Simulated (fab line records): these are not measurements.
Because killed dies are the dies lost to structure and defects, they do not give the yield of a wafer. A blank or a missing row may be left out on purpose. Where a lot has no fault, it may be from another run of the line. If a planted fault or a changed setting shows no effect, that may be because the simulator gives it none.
Chamber matching ; flow n5Finfet ; N5_MOL_CONTACT_COAG_CMP_52 on cmp-04 has 4 sister chambers
The step polishes, stops on SiO2, t overpolish 1.5 s, target thk 66.5 nm. 4 wafers are shown with their chamber, then 8 later ones without.

EACH WAFER AND ITS CHAMBER
wafer;chamber;motorCurrentA (A)
L081.1;3;12.7
L081.3;2;9.4
L081.5;0;9.5
L082.1;1;10.5

WAFERS WITH NO CHAMBER GIVEN
wafer;motorCurrentA (A)
L082.2;10.0
L082.3;13.4
L086.1;10.7
L086.4;14.1
L086.5;12.8
L091.1;9.9
L091.3;9.6
L091.6;10.5

WHICH CHAMBER EACH WENT THROUGH
wafer;from the rows above;in truth
L082.2;can't be placed: 0 or 1 or 2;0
L082.3;3;3
L086.1;can't be placed: 1 or 0 or 2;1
L086.4;3;3
L086.5;3;3
L091.1;can't be placed: 0 or 2 or 1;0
L091.3;can't be placed: 0 or 2 or 1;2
L091.6;can't be placed: 1 or 0 or 2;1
Placed correctly: 3 of 8. Cannot be placed on the basis of these rows: 5; the candidates contain the true chamber in 5. Number placed wrongly: 0.
How it was worked out, from the rows above alone: a wafer's distance from a chamber is the root of the sum, over the readings, of the square of ((its reading less the chamber's mean) divided by the reading's scatter). If the next closest chamber is less than 2 further off than the closest, the wafer can't be placed; otherwise it belongs to the closest. Each chamber's mean is taken over the wafers shown for it. The scatter (one wafer shown for each chamber): square how far every hidden wafer sits from the nearest shown wafer, average those squares and take the square root.
